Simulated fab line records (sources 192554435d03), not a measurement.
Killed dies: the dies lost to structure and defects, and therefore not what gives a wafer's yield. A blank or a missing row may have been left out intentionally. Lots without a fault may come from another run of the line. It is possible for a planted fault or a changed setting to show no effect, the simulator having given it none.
Split-lot study :: flow n5_finfet :: 21 wafers read from 7 lots, route of 1938 steps

== THE SPLIT ==
At N5_PASSIVATION_EXPOSE_41 (exposes mask PASS OPEN, defocus 0 nm, target cd 40000 nm), the setting dose_mj was moved away from the recipe's 57.25 on 6 of the 21 wafers read, by -4.2% to +6.4%. This setting was run at the recipe's value on the other wafers.

== FROM THE SPLIT TO THE READING: what the file shows between them, 3 steps ==
- N5_PASSIVATION_PEB_42
- N5_PASSIVATION_DEVELOP_43: develop time 60 s
- N5_PASSIVATION_HARDBAKE_45: time 120 s

== THE READING ==
cd_nm at N5_PASSIVATION_CD_MEAS_44, given in nm (cd target 40000 nm). Typical for fault-free wafers on this fab line: 40000 nm, with standard deviation 4.9 nm.

wafer: L074.1
tool, chamber at the split: krf_scanner-01, 0
dose_mj as run: 54.82
against the recipe: -4.2%
cd_nm, nm: 39987
against lot-mates on the recipe: -20

wafer: L074.4
tool, chamber at the split: krf_scanner-01, 0
dose_mj as run: 54.82
against the recipe: -4.2%
cd_nm, nm: 39987
against lot-mates on the recipe: -20

wafer: L074.5
tool, chamber at the split: krf_scanner-01, 0
dose_mj as run: 57.25
against the recipe: recipe
cd_nm, nm: 40007
against lot-mates on the recipe: -

wafer: L077.1
tool, chamber at the split: krf_scanner-01, 0
dose_mj as run: 58.97
against the recipe: +3.0%
cd_nm, nm: 40015
against lot-mates on the recipe: +14

wafer: L077.3
tool, chamber at the split: krf_scanner-01, 0
dose_mj as run: 57.25
against the recipe: recipe
cd_nm, nm: 39998
against lot-mates on the recipe: -

wafer: L077.4
tool, chamber at the split: krf_scanner-01, 0
dose_mj as run: 57.25
against the recipe: recipe
cd_nm, nm: 40003
against lot-mates on the recipe: -

wafer: L079.1
tool, chamber at the split: krf_scanner-02, 0
dose_mj as run: 57.25
against the recipe: recipe
cd_nm, nm: 39997
against lot-mates on the recipe: -

wafer: L079.2
tool, chamber at the split: krf_scanner-02, 0
dose_mj as run: 57.25
against the recipe: recipe
cd_nm, nm: 39997
against lot-mates on the recipe: -

wafer: L079.3
tool, chamber at the split: krf_scanner-02, 0
dose_mj as run: 57.25
against the recipe: recipe
cd_nm, nm: 39998
against lot-mates on the recipe: -

wafer: L084.1
tool, chamber at the split: krf_scanner-01, 0
dose_mj as run: 57.25
against the recipe: recipe
cd_nm, nm: 40006
against lot-mates on the recipe: -

wafer: L084.3
tool, chamber at the split: krf_scanner-01, 0
dose_mj as run: 55.89
against the recipe: -2.4%
cd_nm, nm: 40003
against lot-mates on the recipe: -4

wafer: L084.6
tool, chamber at the split: krf_scanner-01, 0
dose_mj as run: 57.25
against the recipe: recipe
cd_nm, nm: 40007
against lot-mates on the recipe: -

wafer: L085.2
tool, chamber at the split: krf_scanner-01, 0
dose_mj as run: 57.25
against the recipe: recipe
cd_nm, nm: 40008
against lot-mates on the recipe: -

wafer: L085.4
tool, chamber at the split: krf_scanner-01, 0
dose_mj as run: 57.25
against the recipe: recipe
cd_nm, nm: 40001
against lot-mates on the recipe: -

wafer: L085.5
tool, chamber at the split: krf_scanner-01, 0
dose_mj as run: 57.25
against the recipe: recipe
cd_nm, nm: 40001
against lot-mates on the recipe: -

wafer: L088.1
tool, chamber at the split: krf_scanner-01, 0
dose_mj as run: 60.93
against the recipe: +6.4%
cd_nm, nm: 40016
against lot-mates on the recipe: +24

wafer: L088.4
tool, chamber at the split: krf_scanner-01, 0
dose_mj as run: 57.25
against the recipe: recipe
cd_nm, nm: 39988
against lot-mates on the recipe: -

wafer: L088.5
tool, chamber at the split: krf_scanner-01, 0
dose_mj as run: 57.25
against the recipe: recipe
cd_nm, nm: 39995
against lot-mates on the recipe: -

wafer: L096.1
tool, chamber at the split: krf_scanner-01, 0
dose_mj as run: 57.25
against the recipe: recipe
cd_nm, nm: 40010
against lot-mates on the recipe: -

wafer: L096.3
tool, chamber at the split: krf_scanner-01, 0
dose_mj as run: 59.75
against the recipe: +4.4%
cd_nm, nm: 40019
against lot-mates on the recipe: +12

wafer: L096.6
tool, chamber at the split: krf_scanner-01, 0
dose_mj as run: 57.25
against the recipe: recipe
cd_nm, nm: 40003
against lot-mates on the recipe: -

THE FIT
A straight line over all 21 wafers: cd_nm changes by +2.96 nm for each +1% of dose_mj; r = +0.78; the points scatter about the line by 5.8 nm.
The same after taking each lot's own level away (the mean of its wafers on the recipe; 21 wafers): +3.91 nm for each +1%; r = +0.95; scatter 3.1 nm.
On that fit, the largest move of dose_mj shifts the reading by 25 nm.
The lots' own levels span 39991.5 to 40007.0 nm, that is 3.2 times the standard deviation above.
So the lot-to-lot level blurs the effect unless lot-mates are compared.
Check: with one of the wafers moved furthest among these (+6.4%) left out of the fit, the line predicts +25.3 nm for it against its lot-mates. Against them it came out at +24.5 nm.

== ADDITIONAL SPLITS CARRIED BY THESE WAFERS ==
Note: prior to the reading, these wafers also went through further splits. Each is held against what the fit with the lots' levels taken away leaves over:
other split on the same wafers: N5_BEOL_M13_COAT_04 spin_rpm
wafers away from the commonest value: 8
r with cd_nm (lot level and that fit taken away): +0.21

other split on the same wafers: N5_BEOL_M13_EXPOSE_07 dose_mj
wafers away from the commonest value: 7
r with cd_nm (lot level and that fit taken away): +0.04

other split on the same wafers: N5_BEOL_M15_ILD_DEP_00 time_s
wafers away from the commonest value: 5
r with cd_nm (lot level and that fit taken away): -0.24

other split on the same wafers: N5_BEOL_M15_EXPOSE_07 dose_mj
wafers away from the commonest value: 7
r with cd_nm (lot level and that fit taken away): -0.05

other split on the same wafers: N5_MIM_BOT_SPUTTER_00 time_s
wafers away from the commonest value: 4
r with cd_nm (lot level and that fit taken away): -0.04

other split on the same wafers: N5_MIM_TOP_ETCH_PECVD_03 time_s
wafers away from the commonest value: 5
r with cd_nm (lot level and that fit taken away): -0.30

== THE FILE'S OWN FIT ==
cd_nm changes by +3.71 nm for each +1% of dose_mj, r = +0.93.
